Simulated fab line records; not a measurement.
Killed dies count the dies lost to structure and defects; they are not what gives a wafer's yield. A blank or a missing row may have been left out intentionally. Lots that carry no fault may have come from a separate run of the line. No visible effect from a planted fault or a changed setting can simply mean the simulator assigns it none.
Chamber matching -- flow n5 finfet -- 4 sister chambers for N5_BEOL_M5_ALD_86 on ald metal-04
The step deposits TaN, pulse time 2 s, purge time 3 s, co reactant purge time 2 s. 8 wafers are shown with their chamber, then 11 later ones without.

WAFERS WITH THEIR CHAMBER
wafer,chamber,heater power w (W)
L082.6,1,552
L083.5,1,565
L084.3,3,363
L084.5,0,404
L088.3,2,463
L088.4,3,378
L088.6,2,465
L087.2,0,400

WAFERS MISSING THEIR CHAMBER
wafer,heater power w (W)
L087.3,373
L087.4,450
L091.1,558
L091.2,399
L091.5,403
L093.1,364
L093.2,476
L093.3,561
L092.1,390
L092.2,406
L092.3,559

WHICH CHAMBER EACH ONE RAN IN
wafer,from the rows above,in truth
L087.3,3,3
L087.4,2,2
L091.1,1,1
L091.2,0,0
L091.5,0,0
L093.1,3,3
L093.2,2,2
L093.3,1,1
L092.1,can't be placed: 0 or 3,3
L092.2,0,0
L092.3,1,1
Correctly placed: 10 of 11. From these rows, 1 cannot be placed; in 1 the true chamber is one of the candidates. Placed wrongly: 0.
How it was worked out, from the rows above alone: a wafer's distance from a chamber is the root of the sum, over the readings, of the square of ((its reading less the chamber's mean) divided by the reading's scatter). The wafer belongs to the nearest chamber; if the next one is less than 2 further off, it can't be placed. A chamber's mean is the mean of its shown wafers. The scatter: the root of (the sum of the squares of (reading less its chamber's mean) over the shown wafers, divided by (wafers less chambers)).
